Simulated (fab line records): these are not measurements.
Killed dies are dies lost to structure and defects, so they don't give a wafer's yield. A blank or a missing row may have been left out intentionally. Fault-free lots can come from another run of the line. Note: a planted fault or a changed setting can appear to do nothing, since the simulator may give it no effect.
8D (eight disciplines) problem report, filled in by code ; flow n5Finfet ; the parts of the form that need people (team, actions taken, sign-off) are left out

1. WHAT WENT WRONG
Mean HMC_CMP_THK at N5_PMOS_HMC_CHANNEL_EPI_THK_MEAS_22: 44.1 nm over 3 wafers in 3 lots; fault-free wafers: 53.3 nm, standard deviation 0.67. That puts it -14 standard deviations away from the usual mean.
Earliest sighting: wafer L216.5 on filmMetro-02 at day 4 19:20. The record has a number at this step for 33 wafers belonging to 11 lots. By rule, "out" or "out of limits" means more than 4 standard deviations away from the usual mean. Any other wafer with a number is counted as sound.

2. WHAT IT IS, AND WHAT IT ISN'T
question;is;is not
which readings at this step;HMC_CMP_THK;-
which lots;L216, L217, L218;L204, L205, L206, L209, L219, L220, L224, L225
which wafers of those lots;L216.5, L217.4, L218.4;L216.3, L216.6, L217.3, L217.5, L218.1, L218.5
read on which gauges;filmMetro-01, filmMetro-02;-
when;from day 4 19:20;"up to then (14 sound wafers); but 16 sound wafers of L217, L218, L219, L220, L224, L225 came after"

3. THE SUSPECTS, EACH WITH WHAT RULES IT OUT
Counting: any tool at a process step up to the reading remains a suspect provided it ran every lot that is out. Sound lots after the first of them don't rule it out here, since some wafers of a struck lot are sound.
- the gauge at N5_PMOS_HMC_CHANNEL_EPI_THK_MEAS_22 is ruled out. Those wafers that are out were read across 2 gauges (filmMetro-01, filmMetro-02).
- rieSi-01 at N5_PMOS_HMC_CHANNEL_EPI_FIN_RECESS_16 (chemistry HBr/Cl2, target Si, target depth 54 nm, time 18 s): kept. Every lot that is out went through it, the first being L216 (day 4 17:31); the last sound lot it ran before that was L209 (day 3 00:08).
- rieSi-01, N5_PMOS_HMC_CHANNEL_EPI_FIN_RECESS_16: wafers that are out in chamber 2, sound lot-mates in chambers 0, 1.
After counting, what remains is rieSi-01 at N5_PMOS_HMC_CHANNEL_EPI_FIN_RECESS_16.

4. THE CAUSE (what the simulator had put in)
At N5_PMOS_HMC_CHANNEL_EPI_FIN_RECESS_16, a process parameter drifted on rieSi-01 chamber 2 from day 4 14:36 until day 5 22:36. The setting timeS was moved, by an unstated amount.
The count eliminated every tool but this one.

5. THE EFFECT CHAIN, in route order
One row per reading whose mean, taken over the struck wafers that have a number, lies over 3 standard deviations from the usual. Readings are gone through only where the record gives a usual standard deviation; hours: the median, over the lots, of the time from a lot's start at the first step in this table giving one to that lot's start at this step; sigmas: the change measured in usual standard deviations.
hours;step;reading;usual;on struck wafers;change;sigmas
0;N5_PMOS_HMC_CHANNEL_EPI_THK_MEAS_22;HMC_CMP_THK;53.3 nm;44.1;-9.2;-14

6. WHAT WOULD HAVE CAUGHT IT SOONER
5 hours passed between the start of the fault at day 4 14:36 and the first reading out of limits at a measuring or inspecting step in this record, taken at day 4 19:20.
Tool readings at N5_PMOS_HMC_CHANNEL_EPI_FIN_RECESS_16 with a usual standard deviation given in the record: none out on any struck wafer, hence no alarm at a limit of 4 standard deviations on them.
Among the 3 lots that are out, L217, L218 began N5_PMOS_HMC_CHANNEL_EPI_FIN_RECESS_16 on rieSi-01 after day 4 19:20. A hold on the tool at that time would have spared those 2.
